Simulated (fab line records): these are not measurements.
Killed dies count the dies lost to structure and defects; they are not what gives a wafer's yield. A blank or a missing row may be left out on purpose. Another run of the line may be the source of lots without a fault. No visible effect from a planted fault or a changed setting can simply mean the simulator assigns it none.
Problem report in the 8D (eight disciplines) form, filled by code ; flow nand_harc ; the parts of the form that need people (team, actions taken, sign-off) are left out

1. THE ISSUE
killed_at_array at NHARC_END_SORT_01 reads a mean of 505 on 3 wafers of 2 lots; wafers without a fault read 54 with a standard deviation of 21. Relative to the usual mean, that is a shift of +21 standard deviations.
First observed at day 30 11:04: wafer L107.3, on prober-02. The record has a number at this step for 14 wafers belonging to 5 lots. By rule, "out" or "out of limits" means more than 4 standard deviations away from the usual mean. The other wafers with a number count as sound.

2. WHAT IT IS AND WHAT IT IS NOT
question;is;is not
which readings at this step;killed_at_array, killed_dies;killed_at_other, killed_at_periphery, killed_open
which lots;L105, L107;L109, L111, L112
which wafers of those lots;L105.2, L107.3, L107.6;L105.4, L105.6, L107.1
read on which gauges;prober-02;prober-01
when;from day 30 11:04;"up to then (1 sound wafer); but 10 sound wafers of L105, L109, L111, L112 came after"

3. WHAT RULES OUT EACH SUSPECT
Counting: if a tool at a process step up to the reading ran every lot that is out, it stays a suspect. Sound lots after the first of them don't rule it out here, since some wafers of a struck lot are sound.
- the gauge at NHARC_END_SORT_01 has been ruled out. All the wafers that are out were read on prober-02, but those of them that NHARC_A_STAIRCASE_ETCH_203 has rows for are out there too, on other tools.
- rie_diel-13 at NHARC_A_STAIRCASE_ETCH_203 (etches the open film in C4F8/O2, target depth 100 nm, time 40.5 s): kept. It ran every lot that is out, first L107 (day 22 01:05). Its own oes_product_au readings are out on those wafers.
- The sound lot-mates ran in chamber 3 of rie_diel-13 at NHARC_A_STAIRCASE_ETCH_203, but the wafers that are out ran in chamber 0.
The count leaves rie_diel-13 at NHARC_A_STAIRCASE_ETCH_203.

4. THE CAUSE (what the simulator had put in)
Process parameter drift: rie_diel-13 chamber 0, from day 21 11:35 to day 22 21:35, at NHARC_A_STAIRCASE_ETCH_203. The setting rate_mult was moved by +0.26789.
This tool alone remained once counting was done.

5. SEQUENCE OF EFFECTS, ordered by route
Each row: a reading where the mean over the struck wafers with a number is more than 3 standard deviations away from the usual. Only readings whose record carries a usual standard deviation are examined. hours: median over the lots of the time between each lot's start at the first step of this table that gives one and its start at this step. sigmas: the change, counted in usual standard deviations.
hours;step;reading;usual;on struck wafers;change;sigmas
0;NHARC_A_STAIRCASE_ETCH_203;oes_product_au;0.942 a.u.;1.071;+0.129;+9.2
206;NHARC_END_SORT_01;killed_at_array;54;505;+451;+21
206;NHARC_END_SORT_01;killed_dies;58;509;+451;+21
Here are the process steps it includes:
- NHARC_A_STAIRCASE_ETCH_203: etches the open film in C4F8/O2, target depth 100 nm, time 40.5 s.

6. WHAT WOULD HAVE CAUGHT IT SOONER
The first out-of-limits reading at a measuring or inspecting step in this record came at day 30 11:04, 215 hours after the fault's start at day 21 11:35.
Tool's own readings at NHARC_A_STAIRCASE_ETCH_203, oes_product_au: out on all struck wafers the step has rows for; an alarm limit on them would have tripped on the first.
All the lots that are out (2) had begun NHARC_A_STAIRCASE_ETCH_203 on rie_diel-13 by day 30 11:04. None of them would have been spared by holding the tool at that moment.
